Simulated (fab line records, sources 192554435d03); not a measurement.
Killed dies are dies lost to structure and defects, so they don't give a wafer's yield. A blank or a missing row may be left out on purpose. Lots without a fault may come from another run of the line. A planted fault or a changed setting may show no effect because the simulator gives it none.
Chamber matching | flow n5_finfet | N5_BEOL_M4_DEP_57 on pecvd-04: 3 sister chambers
The step deposits SiCN from 3MS/NH3, target thk 8 nm, time 14 s. 6 wafers are shown with their chamber, then 12 later ones without.

WAFERS WITH THEIR CHAMBER
wafer  | chamber | throttle_valve_pct (%) | showerhead_plenum_p_Torr (Torr)
L076.6 | 2       | 9.3                    | 3.672
L083.5 | 1       | 8.3                    | 3.668
L083.6 | 0       | 8.8                    | 3.677
L086.1 | 2       | 8.5                    | 3.668
L086.5 | 0       | 8.8                    | 3.684
L086.6 | 1       | 8.0                    | 3.663

WAFERS WITHOUT THEIR CHAMBER
wafer  | throttle_valve_pct (%) | showerhead_plenum_p_Torr (Torr)
L093.1 | 8.8                    | 3.679
L093.5 | 8.7                    | 3.679
L093.6 | 8.3                    | 3.670
L095.2 | 8.8                    | 3.669
L095.4 | 8.5                    | 3.671
L095.5 | 9.0                    | 3.671
L096.1 | 8.5                    | 3.666
L096.3 | 8.7                    | 3.681
L096.6 | 8.4                    | 3.670
L097.3 | 8.3                    | 3.676
L097.4 | 8.3                    | 3.673
L097.6 | 8.9                    | 3.682

WHICH CHAMBER EACH WENT THROUGH
wafer  | from the rows above          | in truth
L093.1 | can't be placed: 0 or 2      | 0
L093.5 | can't be placed: 0 or 2      | 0
L093.6 | can't be placed: 1 or 2 or 0 | 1
L095.2 | can't be placed: 2 or 1      | 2
L095.4 | can't be placed: 2 or 1 or 0 | 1
L095.5 | 2                            | 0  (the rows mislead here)
L096.1 | can't be placed: 1 or 2      | 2
L096.3 | 0                            | 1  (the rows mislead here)
L096.6 | can't be placed: 1 or 2 or 0 | 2
L097.3 | can't be placed: 0 or 2 or 1 | 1
L097.4 | can't be placed: 2 or 1 or 0 | 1
L097.6 | 0                            | 0
Placed correctly: 1 of 12. Can't be placed from these rows: 9 (the true chamber is among the candidates in 9). Placed wrongly: 2.
How it was worked out, from the rows above alone: a wafer's distance from a chamber is the root of the sum, over the readings, of the square of ((its reading less the chamber's mean) divided by the reading's scatter). The wafer belongs to the nearest chamber; if the next one is less than 2 further off, it can't be placed. A chamber's mean is the mean of its shown wafers. The scatter: the root of (the sum of the squares of (reading less its chamber's mean) over the shown wafers, divided by (wafers less chambers)).
